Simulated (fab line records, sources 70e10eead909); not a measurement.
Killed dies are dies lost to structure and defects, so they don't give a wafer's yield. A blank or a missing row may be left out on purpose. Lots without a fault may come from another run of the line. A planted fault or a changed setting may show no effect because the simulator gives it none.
fab line records | flow nand_harc
record lots=12 wafers=36 last_day=25
route steps=1159 shown A_CONTACT@896 END@1159
lots that met no fault: from a run of the same line without faults
start_h: hours from the record's first day to the start of the lot's first wafer shown | wait_h: hours since the lot's step before | " the same as in the row above | L1.1+2: a row that stands for several wafers | - no value, or no start given | * or withheld: withheld | < > ~ a bound
route shown NAME@n: a module of which the file shows steps, and the number in the route of the first | usual: mean/standard deviation of fault-free wafers | same: alike in all rows | chamber/n: place in a boat | sites: the reading at each site | _std_site: their standard deviation | _edge_site: outer sites' mean less inner sites' | radius_mm: how far each site lies from the wafer's centre | mask NAME#n: copy n | behind: the tool/chamber that last shaped the wafer | hold: why the lot was held/for how many hours/how that ended | device: the transistor (n, p or np) that didn't switch | end of line: the same wafers' tests at the end of the route | a step without rows: its recipe alone | killed: dies lost to structure and defects at the first sort, not the wafer's yield | map: a wafer's dies, x killed, . not, _ none there
set.NAME: the setting as run; set.NAME@STEP: as run at that earlier step | model.NAME: the simulator's own value behind a step, which no gauge read
steps of the route over a sample of lots; a table a step, a row a wafer
services: from which hour (start_h, from the record's first day; less than 0 if before it) a tool's chamber was out of use, for how many hours, and why
## steps
# step NHARC_A_CONTACT_CD_MEAS_69
# recipe target_cd_nm=200 landing_energy_ev=500
# usual cd_nm=200.1/0.73
# columns lot.wafer tool chamber start_h wait_h cd_nm
L475.1 cd_sem-03 0 380.52 - 199.6
L475.2 " 0 " " 201.4
L475.5 " 0 " " 200.4
L478.4 cd_sem-01 0 390.65 - 199.4
L478.5 " 0 " " 198.1
L478.6 " 0 " " 198.6
L479.1 cd_sem-01 0 398.79 - 199.6
L479.3 " 0 " " 199.9
L479.4 " 0 " " 201.0
L480.1 cd_sem-01 0 403.53 - 199.4
L480.4 " 0 " " 199.4
L480.5 " 0 " " 199.2
L489.1 cd_sem-01 0 447.75 - 199.9
L489.3 " 0 " " 199.5
L489.5 " 0 " " 198.9
L488.1 cd_sem-01 0 448.25 - 199.2
L488.5 " 0 " " 199.9
L488.6 " 0 " " 199.6
L490.1 cd_sem-02 0 485.04 - 200.0
L490.2 " 0 " " 200.9
L490.6 " 0 " " 200.3
L491.1 cd_sem-02 0 491.09 - 201.2
L491.3 " 0 " " 200.5
L491.6 " 0 " " 201.0
L494.2 cd_sem-03 0 497.96 - 200.7
L494.3 " 0 " " 200.6
L494.6 " 0 " " 200.2
L495.2 cd_sem-03 0 500.93 - 200.6
L495.4 " 0 " " 201.0
L495.5 " 0 " " 200.2
L496.3 cd_sem-01 0 509.59 - 199.7
L496.5 " 0 " " 198.6
L496.6 " 0 " " 199.1
L498.3 cd_sem-03 0 519.25 - 200.6
L498.4 " 0 " " 200.8
L498.6 " 0 " " 200.9
# step NHARC_A_CONTACT_ETCH_75
# recipe target_depth_a=390 over_etch_frac=0.3 time_s=65 ion_energy_ev=80 cf4_flow_sccm=150 ar_flow_sccm=0 rf_w=300 bias_w=100 chemistry=CF4
# usual bias_w=100.0/0.31 cf4_flow_sccm=149.9/0.44 drypump_motor_current_A=5.8/0.49 oes_product_au=0.997/0.01 rf_vpp_V=151.0/0.94 showerhead_plenum_p_Torr=1.76/0.057 throttle_valve_pct=13.285/0.0092
# columns lot.wafer tool chamber start_h wait_h bias_w cf4_flow_sccm drypump_motor_current_A oes_product_au rf_hours_counter_h rf_vpp_V showerhead_plenum_p_Torr throttle_valve_pct
L475.2 rie_diel-04 3 380.79 0.1 100.1 149.3 6.5 1.001 17 152.5 1.84 13.276
L475.1 " 2 " " 100.1 149.3 5.8 0.999 15 151.2 1.71 13.292
L475.5 " 0 " " 100.1 149.8 4.8 1.018 - 150.9 1.67 13.286
L478.4 rie_diel-04 1 390.93 0.1 99.9 150.5 5.7 0.998 17 152.0 1.81 13.289
L478.6 " 2 " " 100.6 150.0 5.7 0.997 - 152.9 1.71 13.281
L478.5 " 3 " " 99.9 149.8 6.6 0.994 - 153.1 1.84 13.286
L479.3 rie_diel-04 0 399.07 0.1 99.9 149.9 4.8 1.011 21 149.3 1.67 13.285
L479.4 " 1 " " 99.8 149.2 5.7 0.988 18 152.1 1.81 13.267
L479.1 " 2 " " 99.5 149.2 5.7 1.000 18 150.0 1.71 13.301
L480.1 rie_diel-02 2 403.82 0.1 100.0 150.0 5.8 0.980 22 150.0 1.78 13.289
L480.4 " 3 " " 100.2 149.1 5.3 1.002 22 149.3 1.73 13.291
L480.5 " 1 " " 100.2 149.8 6.2 1.020 - 150.6 1.74 13.290
L489.1 rie_diel-02 2 448.02 0.1 100.1 150.9 5.8 0.987 41 150.6 1.77 13.286
L489.3 " 0 " " 99.9 150.1 6.0 1.001 41 150.8 1.69 13.265
L489.5 " 2 " " 100.5 150.1 5.8 0.998 - 151.4 1.77 13.268
L488.1 rie_diel-04 3 448.55 0.1 99.7 149.9 6.6 1.002 26 151.9 1.83 13.279
L488.5 " 3 " " 99.4 149.8 6.5 0.993 - 151.2 1.83 13.286
L488.6 " 1 " " 99.8 149.9 5.7 0.978 - 152.2 1.81 13.294
L490.2 rie_diel-07 0 485.32 0.1 100.1 150.3 5.5 1.008 23 151.4 1.81 13.282
L490.1 " 1 " " 99.8 149.1 5.7 1.008 24 151.6 1.79 13.288
L490.6 " 3 " " 99.5 149.8 6.2 0.988 - 151.8 1.83 13.289
L491.3 rie_diel-07 3 491.36 0.1 99.8 150.0 6.2 0.990 24 151.4 1.83 13.291
L491.1 " 1 " " 99.9 149.6 5.6 1.009 26 152.4 1.79 13.287
L491.6 " 3 " " 100.2 150.9 6.2 0.989 - 151.4 1.83 13.290
L494.2 rie_diel-02 1 498.24 0.1 99.9 149.8 6.2 1.013 61 150.8 1.73 13.284
L494.3 " 2 " " 99.5 150.2 5.7 0.995 60 152.5 1.77 13.272
L494.6 " 0 " " 99.5 150.2 6.0 0.999 - 149.8 1.68 13.270
L495.4 rie_diel-07 1 501.26 0.1 99.6 150.1 5.6 1.003 31 151.2 1.79 13.292
L495.2 " 3 " " 100.4 150.5 6.2 0.988 30 151.8 1.83 13.282
L495.5 " 0 " " 99.6 149.5 5.5 0.997 - 151.2 1.81 13.278
L496.3 rie_diel-07 0 509.92 0.1 99.8 150.3 5.5 0.997 34 151.7 1.81 13.278
L496.5 " 2 " " 99.9 150.2 5.9 1.011 - 150.3 1.75 13.280
L496.6 " 3 " " 99.7 149.6 6.2 0.991 - 152.1 1.83 13.281
L498.4 rie_diel-07 2 519.53 0.1 100.0 150.1 5.9 1.002 42 150.2 1.75 13.274
L498.3 " 3 " " 99.6 149.5 6.2 0.994 40 151.7 1.83 13.277
L498.6 " 0 " " 100.4 149.5 5.5 1.004 - 151.7 1.81 13.288
# step NHARC_A_CONTACT_ETCH_126
# recipe source_w=withheld pressure_mtorr=20 bias_v=1200 time_s=155 target_depth_a=9560 ar_flow_sccm=withheld c4f8_flow_sccm=withheld o2_flow_sccm=withheld chemistry=C4F8/O2/Ar
# usual chamber_pressure_mTorr=19.998/0.026 oes_air_line_au=0.998/0.023
# columns lot.wafer tool chamber start_h wait_h chamber_pressure_mTorr oes_air_line_au rf_hours_counter_h
L475.1 har_cap_etch-01 0 382.16 0.1 20.000 0.988 56
L475.2 " 1 " " 19.985 0.949 56
L475.5 " 0 " " 19.979 1.013 -
L478.4 har_cap_etch-01 0 392.39 0.1 - - -
L478.6 " 0 " " - - -
L478.5 " 1 " " - - -
L479.1 har_cap_etch-03 0 400.47 0.1 - - -
L479.4 " 1 " " - - -
L479.3 " 0 " " - - -
L480.1 har_cap_etch-01 0 405.21 0.1 20.001 1.011 60
L480.4 " 0 " " 20.020 1.014 -
L480.5 " 0 " " 19.977 1.027 -
L489.1 har_cap_etch-03 0 449.45 0.1 19.988 1.007 93
L489.3 " 1 " " 19.962 0.995 -
L489.5 " 1 " " 19.995 0.959 -
L488.1 har_cap_etch-02 1 450.15 0.1 20.003 1.011 24
L488.5 " 0 " " 20.022 1.043 -
L488.6 " 1 " " 20.008 1.003 -
L490.2 har_cap_etch-03 1 486.80 0.2 20.006 1.002 97
L490.1 " 0 " " 19.994 1.013 97
L490.6 " 0 " " 19.993 1.057 -
L491.1 har_cap_etch-03 0 492.76 0.1 20.018 0.951 98
L491.3 " 0 " " 19.795 0.961 -
L491.6 " 0 " " 19.978 0.972 -
L494.2 har_cap_etch-02 0 499.61 0.1 19.995 1.038 31
L494.3 " 0 " " 19.974 1.005 -
L494.6 " 1 " " 20.009 0.973 -
L495.2 har_cap_etch-03 1 502.67 0.1 20.018 0.968 101
L495.4 " 0 " " 20.029 0.957 -
L495.5 " 0 " " 19.981 0.961 -
L496.3 har_cap_etch-01 0 511.34 0.1 20.001 1.048 -
L496.6 " 0 " " 19.999 1.043 -
L496.5 " 1 " " 20.020 1.008 -
L498.3 har_cap_etch-03 0 520.95 0.1 19.999 1.022 -
L498.4 " 1 " " 20.019 0.983 -
L498.6 " 0 " " 20.010 0.976 -
# step NHARC_A_CONTACT_ETCH_91
# recipe target_depth_a=400 over_etch_frac=0.5 time_s=85.7 ion_energy_ev=120 ch3f_flow_sccm=50 o2_flow_sccm=30 ar_flow_sccm=200 rf_w=500 bias_w=100 chemistry=CH3F/O2
# usual bias_w=99.96/0.27 ch3f_flow_sccm=49.98/0.15 drypump_motor_current_A=5.8/0.46 oes_product_au=0.930/0.023 rf_vpp_V=244.3/1.4 showerhead_plenum_p_Torr=2.45/0.083 throttle_valve_pct=20.665/0.0089
# columns lot.wafer tool chamber start_h wait_h bias_w ch3f_flow_sccm drypump_motor_current_A oes_product_au rf_hours_counter_h rf_vpp_V showerhead_plenum_p_Torr throttle_valve_pct
L475.2 rie_diel-04 3 383.72 0.5 99.94 49.61 6.6 0.911 17 244.5 2.56 20.675
L475.1 " 0 " " 100.38 50.17 4.8 0.932 18 242.5 2.32 20.669
L475.5 " 0 " " 99.80 50.10 4.8 0.935 - 244.2 2.31 20.663
L478.4 rie_diel-04 1 393.91 0.4 99.99 49.71 5.7 0.916 17 244.3 2.52 20.656
L478.5 " 1 " " 99.71 49.84 5.7 0.915 - 245.7 2.52 20.666
L478.6 " 2 " " 99.72 50.21 5.8 0.920 - 243.1 2.38 20.665
L479.1 rie_diel-07 0 402.02 0.5 100.06 50.05 5.5 0.929 58 245.0 2.53 20.650
L479.4 " 1 " " 100.03 50.07 5.6 0.948 60 245.7 2.50 20.672
L479.3 " 2 " " 99.98 50.01 6.0 0.935 59 244.5 2.44 20.656
L480.4 rie_diel-02 3 406.74 0.4 99.41 49.84 5.3 0.916 23 244.1 2.41 20.664
L480.1 " 0 " " 99.41 50.02 6.0 0.917 26 243.5 2.34 20.668
L480.5 " 3 " " 99.96 49.98 5.3 0.911 - 244.9 2.41 20.669
L489.1 rie_diel-04 2 450.99 0.5 99.87 49.86 5.8 0.912 29 243.8 2.37 20.661
L489.3 " 1 " " 99.42 50.10 5.7 0.913 30 245.1 2.51 20.651
L489.5 " 2 " " 100.02 49.51 5.7 0.920 - 243.0 2.37 20.657
L488.1 rie_diel-02 1 451.72 0.5 100.06 49.88 6.2 1.011 45 244.0 2.41 20.681
L488.6 " 3 " " 100.73 49.96 5.3 0.984 - 244.1 2.40 20.675
L488.5 " 0 " " 99.93 50.04 6.0 0.991 - 242.7 2.34 20.664
L490.1 rie_diel-07 2 488.55 0.5 99.56 49.87 5.9 0.942 25 244.3 2.43 20.648
L490.2 " 0 " " 100.16 49.91 5.5 0.931 24 245.8 2.52 20.664
L490.6 " 1 " " 100.46 50.08 5.7 0.926 - 244.1 2.49 20.658
L491.3 rie_diel-04 1 494.30 0.4 99.93 49.83 5.7 0.915 4 246.0 2.51 20.651
L491.1 " 2 " " 99.94 50.17 5.8 0.915 3 243.2 2.37 20.666
L491.6 " 1 " " 99.75 49.85 5.7 0.905 - 245.5 2.51 20.664
L494.3 rie_diel-07 1 501.18 0.4 100.00 50.01 5.7 0.930 31 242.7 2.48 20.664
L494.2 " 3 " " 99.99 49.84 6.2 0.931 30 245.6 2.55 20.659
L494.6 " 0 " " 99.66 49.91 5.5 0.931 - 245.3 2.52 20.656
L495.4 rie_diel-07 3 504.22 0.4 99.68 50.26 6.2 0.917 31 244.5 2.55 20.660
L495.2 " 0 " " 99.56 50.13 5.5 0.929 31 245.0 2.51 20.682
L495.5 " 3 " " 100.09 49.97 6.2 0.919 - 246.6 2.55 20.687
L496.3 rie_diel-07 1 512.89 0.5 100.27 49.95 5.6 0.926 36 245.3 2.48 20.659
L496.6 " 3 " " 99.88 50.03 6.2 0.928 - 246.5 2.55 20.667
L496.5 " 0 " " 100.06 50.19 5.5 0.925 - 245.4 2.51 20.652
L498.3 rie_diel-07 0 522.47 0.4 100.22 49.87 5.5 0.939 39 245.0 2.51 20.662
L498.4 " 2 " " 99.61 50.16 5.9 0.935 42 244.1 2.43 20.672
L498.6 " 3 " " 99.86 49.87 6.2 0.922 - 246.0 2.55 20.665
# step NHARC_END_SORT_01
# recipe temp_c=25
# usual killed_at_array=28/11 killed_at_other=0.8/1.1 killed_at_periphery=3.3/2.8 killed_dies=32/11 killed_open=3.3/1.9 killed_short=1.9/1.4
# same gross_dies=677
# columns lot.wafer tool chamber start_h wait_h killed_at_array killed_at_other killed_at_periphery killed_dies killed_open killed_short
L478.4 prober-01 0 458.83 3.4 667 0 10 677 1 2
L478.5 prober-01 0 459.62 3.7 667 1 9 677 3 0
L478.6 prober-01 0 460.41 4.0 665 0 12 677 1 3
L479.1 prober-01 0 468.76 2.5 676 0 1 677 3 3
L479.3 prober-01 0 470.34 3.1 674 0 3 677 2 2
L479.4 prober-01 0 471.14 3.4 674 0 3 677 4 1
L489.3 prober-02 0 507.63 3.1 36 5 6 47 2 0
L488.1 prober-01 0 518.07 2.6 37 0 2 39 2 5
L488.6 prober-01 0 522.09 4.0 36 0 6 42 2 3
L491.1 prober-01 0 553.10 2.5 18 0 1 19 1 2
L491.3 prober-01 0 554.73 3.1 9 0 3 12 4 1
L491.6 prober-01 0 557.17 4.1 14 0 1 15 1 1
L490.1 prober-02 0 553.15 2.5 46 1 4 51 4 3
L490.2 prober-02 0 553.95 2.8 49 0 0 49 1 1
L490.6 prober-02 0 557.16 4.0 48 1 0 49 1 2
L494.2 prober-02 0 569.52 2.8 13 0 0 13 2 2
L494.3 prober-02 0 570.32 3.1 14 2 2 18 6 1
L494.6 prober-02 0 572.71 4.0 10 2 2 14 1 1
L495.2 prober-02 0 577.23 2.7 27 0 1 28 2 4
L495.5 prober-02 0 579.63 3.7 35 0 2 37 5 1
L496.3 prober-01 0 578.19 3.1 32 0 4 36 1 2
L496.5 prober-01 0 579.80 3.7 28 1 7 36 3 3
# killed by level:class
L478.4 A_CONTACT:area_etch=640 A_CHANNEL_HOLE_D1:chamber_film_flake=10 A_SLIT:chamber_film_flake=8 A_WL_FILL:chamber_film_flake=4 P_M0:chamber_film_flake=3 P_BONDPAD:chamber_film_flake=3 P_STI:chamber_film_flake=2 A_CONTACT:chamber_film_flake=2
L478.5 A_CONTACT:area_etch=648 A_SLIT:chamber_film_flake=8 A_CHANNEL_HOLE_D1:chamber_film_flake=6 P_BONDPAD:chamber_film_flake=5 A_M0:geometric_particle:open=2 A_CONTACT:chamber_film_flake=2 P_M1:geometric_particle:open=1 P_ZERO_WELL:chamber_film_flake=1
L478.6 A_CONTACT:area_etch=642 A_CHANNEL_HOLE_D1:chamber_film_flake=11 A_SLIT:chamber_film_flake=8 P_STI:chamber_film_flake=4 A_CHANNEL_FILL_D1:geometric_particle:short=3 P_M0:chamber_film_flake=3 P_BONDPAD:chamber_film_flake=3 A_CONTACT:geometric_particle:open=1
L479.1 A_CONTACT:area_etch=642 A_CHANNEL_HOLE_D1:chamber_film_flake=19 A_CHANNEL_FILL_D1:chamber_film_flake=3 A_STAIRCASE:chamber_film_flake=3 A_SLIT:chamber_film_flake=2 A_WL_FILL:chamber_film_flake=2 P_GATE:geometric_particle:open=1 A_CHANNEL_FILL_D1:geometric_particle:short=1
L479.3 A_CONTACT:area_etch=653 A_CHANNEL_HOLE_D1:chamber_film_flake=15 A_CONTACT:chamber_film_flake=2 P_GATE:geometric_particle:open=1 A_CHANNEL_FILL_D1:geometric_particle:short=1 A_CONTACT:geometric_particle:short=1 A_CONTACT:geometric_particle:open=1 P_STI:chamber_film_flake=1
L479.4 A_CONTACT:area_etch=655 A_CHANNEL_HOLE_D1:chamber_film_flake=13 A_SLIT:chamber_film_flake=2 P_GATE:geometric_particle:open=1 P_CONTACT:geometric_particle:short=1 A_ONON_D1:geometric_particle:open=1 A_WL_FILL:geometric_particle:open=1 A_M0:geometric_particle:open=1
L489.3 A_CHANNEL_HOLE_D1:chamber_film_flake=22 A_STAIRCASE:chamber_film_flake=6 A_CONTACT:chamber_film_flake=6 THIN_TSV:chamber_film_flake=5 P_M1:chamber_film_flake=3 P_CONTACT:geometric_particle:open=1 P_M0:geometric_particle:open=1 P_M0:chamber_film_flake=1
L488.1 A_CHANNEL_HOLE_D1:chamber_film_flake=21 A_SLIT:chamber_film_flake=11 A_ONON_D1:geometric_particle:short=3 P_CONTACT:geometric_particle:open=1 P_M1:geometric_particle:open=1 A_CHANNEL_HOLE_D1:geometric_particle:short=1 A_WL_FILL:geometric_particle:short=1
L488.6 A_CHANNEL_HOLE_D1:chamber_film_flake=15 A_SLIT:chamber_film_flake=10 A_STAIRCASE:chamber_film_flake=4 P_M1:chamber_film_flake=3 A_CONTACT:geometric_particle:open=2 P_ZERO_WELL:chamber_film_flake=2 A_CHANNEL_FILL_D1:chamber_film_flake=2 A_WL_FILL:geometric_particle:short=1
L491.1 A_CONTACT:chamber_film_flake=14 A_ONON_D1:geometric_particle:short=1 A_CONTACT:geometric_particle:short=1 A_M0:geometric_particle:open=1 P_STI:chamber_film_flake=1 A_CHANNEL_HOLE_D1:chamber_film_flake=1
L490.1 A_CHANNEL_HOLE_D1:chamber_film_flake=21 A_CONTACT:chamber_film_flake=10 A_SLIT:chamber_film_flake=10 P_STI:geometric_particle:short=1 P_GATE:geometric_particle:open=1 P_M0:geometric_particle:short=1 A_SOURCE_PLATE:geometric_particle:open=1 A_CHANNEL_FILL_D1:geometric_particle:short=1
L490.2 A_CHANNEL_HOLE_D1:chamber_film_flake=26 A_SLIT:chamber_film_flake=10 A_CONTACT:chamber_film_flake=7 A_STAIRCASE:chamber_film_flake=3 A_WL_FILL:geometric_particle:short=1 A_BLC:geometric_particle:open=1 A_ZERO_WELL:chamber_film_flake=1
L491.3 A_CHANNEL_HOLE_D1:chamber_film_flake=3 A_CHANNEL_FILL_D1:geometric_particle:open=2 P_STI:chamber_film_flake=2 A_CONTACT:chamber_film_flake=2 P_CONTACT:geometric_particle:open=1 A_WL_FILL:geometric_particle:short=1 A_CONTACT:geometric_particle:open=1
L490.6 A_CHANNEL_HOLE_D1:chamber_film_flake=23 A_SLIT:chamber_film_flake=14 A_CONTACT:chamber_film_flake=7 A_STAIRCASE:chamber_film_flake=2 A_ONON_D1:geometric_particle:open=1 A_WL_FILL:geometric_particle:short=1 STARTING-WAFER:geometric_particle:short=1
L491.6 A_CHANNEL_HOLE_D1:chamber_film_flake=6 A_WL_FILL:chamber_film_flake=2 A_CONTACT:chamber_film_flake=2 A_WL_FILL:geometric_particle:short=1 A_CONTACT:geometric_particle:open=1 P_STI:chamber_film_flake=1 A_STAIRCASE:chamber_film_flake=1 A_SLIT:chamber_film_flake=1
L494.2 A_CHANNEL_HOLE_D1:chamber_film_flake=6 A_CONTACT:chamber_film_flake=2 A_CHANNEL_FILL_D1:geometric_particle:open=1 A_WL_FILL:geometric_particle:short=1 A_CONTACT:geometric_particle:open=1 A_BLC:geometric_particle:short=1 A_SLIT:chamber_film_flake=1
L494.3 A_CHANNEL_HOLE_D1:chamber_film_flake=6 A_CONTACT:geometric_particle:open=3 P_GATE:geometric_particle:open=2 A_CONTACT:chamber_film_flake=2 THIN_TSV:chamber_film_flake=2 A_CHANNEL_FILL_D1:geometric_particle:short=1 A_SLIT:geometric_particle:open=1 A_STAIRCASE:chamber_film_flake=1
L494.6 A_CHANNEL_HOLE_D1:chamber_film_flake=6 A_CONTACT:chamber_film_flake=2 THIN_TSV:chamber_film_flake=2 P_CONTACT:geometric_particle:short=1 A_M1:geometric_particle:open=1 P_GATE:chamber_film_flake=1 A_STAIRCASE:chamber_film_flake=1
L495.2 A_SLIT:chamber_film_flake=15 A_CHANNEL_HOLE_D1:chamber_film_flake=5 A_CONTACT:geometric_particle:short=2 P_CONTACT:geometric_particle:short=1 A_ONON_D1:geometric_particle:open=1 A_CHANNEL_FILL_D1:geometric_particle:open=1 A_SGD_CUT:geometric_particle:short=1 A_WL_FILL:chamber_film_flake=1
L496.3 A_SLIT:chamber_film_flake=23 A_CHANNEL_HOLE_D1:chamber_film_flake=5 P_M2:chamber_film_flake=4 A_ONON_D1:geometric_particle:open=1 A_WL_FILL:geometric_particle:short=1 A_CONTACT:geometric_particle:short=1 A_WL_FILL:chamber_film_flake=1
L495.5 A_SLIT:chamber_film_flake=19 A_CHANNEL_HOLE_D1:chamber_film_flake=7 A_CONTACT:chamber_film_flake=4 P_CONTACT:geometric_particle:short=1 P_CONTACT:geometric_particle:open=1 A_SOURCE_PLATE:geometric_particle:open=1 A_SGD_CUT:geometric_particle:open=1 A_CONTACT:geometric_particle:open=1
L496.5 A_SLIT:chamber_film_flake=16 A_CHANNEL_HOLE_D1:chamber_film_flake=5 A_CONTACT:chamber_film_flake=4 P_ZERO_WELL:chamber_film_flake=3 P_CONTACT:geometric_particle:short=2 P_GATE:geometric_particle:open=1 A_WL_FILL:geometric_particle:open=1 A_M0:geometric_particle:open=1
## services
# columns tool chamber start_h hours kind
rie_diel-07 0 360.48 - clean
rie_diel-07 1 360.48 - clean
rie_diel-07 2 360.48 - clean
rie_diel-07 3 360.48 - clean
rie_diel-07 0 385.00 - clean
rie_diel-07 1 385.00 - clean
rie_diel-07 2 385.00 - clean
rie_diel-07 3 385.00 - clean
rie_diel-04 3 404.91 21.6 repair
rie_diel-07 - 405.20 9.0 pm
rie_diel-07 0 405.20 9.0 vent_cycle
rie_diel-07 1 405.20 9.0 vent_cycle
rie_diel-07 2 405.20 9.0 vent_cycle
rie_diel-07 3 405.20 9.0 vent_cycle
rie_diel-07 0 414.20 - clean
rie_diel-07 0 414.20 - consumable_replace:focus_ring
rie_diel-07 1 414.20 - clean
rie_diel-07 2 414.20 - clean
rie_diel-07 3 414.20 - clean
rie_diel-07 3 414.20 - consumable_replace:focus_ring
rie_diel-04 0 448.06 6.4 repair
rie_diel-04 - 466.28 9.0 pm
rie_diel-04 2 483.06 4.3 repair
rie_diel-02 - 505.01 9.0 pm
## key
first_sign step=NHARC_A_CONTACT_ETCH_126 reading=tool_record direction=missing
effect step=NHARC_END_SORT_01 reading=killed_at_array direction=up sigmas=58 usual=28 struck=670
more_kills_born_at NHARC_A_CONTACT_ETCH_126@har_cap_etch-03=1950 NHARC_A_CONTACT_ETCH_126@har_cap_etch-01=1930
met_at NHARC_A_CONTACT_ETCH_126
struck_lots L478,L479
later_rows_left_out L478.4,L478.5,L478.6,L479.1,L479.3,L479.4
tester_left_out L478,L479
not_acting_at NHARC_A_CONTACT_CD_MEAS_69,NHARC_A_CONTACT_ETCH_75,NHARC_A_CONTACT_ETCH_91
onset_between 382.16 392.39
fault kind=skipped_step_whole tool=har_cap_etch-01,har_cap_etch-03 chamber=- onset_h=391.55 steps=NHARC_A_CONTACT_ETCH_126 scope=struck_lots_only
# tester_left_out: of these lots the tester's yield and bins aren't shown, on N5 and GAA mostly nor the transistor test; their killed dies are dies lost to structure and defects alone, not to doping, threshold or leakage, so they don't give the yield
# later_rows_left_out: the simulator's readings of these wafers behind a module that went badly wrong aren't trusted and aren't shown, but for the sort
